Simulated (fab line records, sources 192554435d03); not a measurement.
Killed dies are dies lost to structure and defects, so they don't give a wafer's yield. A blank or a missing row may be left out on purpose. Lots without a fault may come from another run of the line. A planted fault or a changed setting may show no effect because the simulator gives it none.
Chamber matching | flow n5_finfet | N5_BEOL_M5_PRE_CLEAN_77 on cvd_co-02: 3 sister chambers
The step time 15 s. 27 wafers are shown with their chamber, then 12 later ones without.

WAFERS WITH THEIR CHAMBER
wafer  | chamber | heater_power_w (W) | rf_fwd_power_W (W)
L074.4 | 1       | 99                 | 296.3
L074.5 | 2       | 66                 | 295.2
L074.6 | 0       | 113                | 296.2
L076.2 | 1       | 99                 | 295.1
L076.3 | 2       | 66                 | 294.3
L076.5 | 0       | 108                | 295.4
L078.2 | 0       | 114                | 295.1
L078.5 | 0       | 112                | 295.7
L078.6 | 2       | 64                 | 294.0
L079.3 | 1       | 99                 | 294.1
L079.4 | 1       | 98                 | 295.7
L079.5 | 2       | 64                 | 294.1
L081.2 | 0       | 111                | 295.0
L081.4 | 1       | 100                | 294.9
L081.5 | 0       | 113                | 293.1
L083.1 | 0       | 113                | 294.5
L083.3 | 2       | 66                 | 293.2
L083.4 | 2       | 67                 | 293.0
L087.3 | 1       | 99                 | 295.8
L087.4 | 1       | 98                 | 295.0
L087.5 | 2       | 67                 | 294.4
L088.2 | 2       | 65                 | 295.1
L088.4 | 1       | 100                | 295.5
L088.5 | 2       | 65                 | 293.7
L089.2 | 2       | 65                 | 293.8
L089.3 | 0       | 111                | 296.4
L089.5 | 0       | 119                | 296.1

SIGNATURES (means of the wafers above)
reading        | chamber 0 | chamber 1 | chamber 2 | scatter within a chamber
heater_power_w | 112.67    | 99.00     | 65.50     | 1.88
rf_fwd_power_W | 295.278   | 295.300   | 294.080   | 0.822
Rule: a wafer's distance from a chamber is the root of the sum, over the readings, of the square of ((its reading less the chamber's mean) divided by the reading's scatter). The wafer belongs to the nearest chamber; if the next one is less than 2 further off, it can't be placed. The scatter: the root of (the sum of the squares of (reading less its chamber's mean) over the shown wafers, divided by (wafers less chambers)).

WAFERS WITHOUT THEIR CHAMBER
wafer  | heater_power_w (W) | rf_fwd_power_W (W)
L091.1 | 101                | 296.2
L091.2 | 65                 | 294.5
L091.3 | 114                | 295.3
L092.1 | 100                | 294.4
L092.2 | 113                | 296.2
L092.3 | 65                 | 294.1
L097.2 | 65                 | 295.3
L097.4 | 110                | 293.7
L097.5 | 101                | 295.6
L095.2 | 104                | 294.6
L095.3 | 104                | 293.3
L095.4 | 67                 | 297.0

WHICH CHAMBER EACH WENT THROUGH
wafer  | from the rows above     | in truth
L091.1 | 1                       | 1
L091.2 | 2                       | 2
L091.3 | 0                       | 0
L092.1 | 1                       | 1
L092.2 | 0                       | 0
L092.3 | 2                       | 2
L097.2 | 2                       | 2
L097.4 | 0                       | 0
L097.5 | 1                       | 1
L095.2 | can't be placed: 1 or 0 | 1
L095.3 | can't be placed: 1 or 0 | 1
L095.4 | 2                       | 2
Placed correctly: 10 of 12. Can't be placed from these rows: 2 (the true chamber is among the candidates in 2). Placed wrongly: 0.
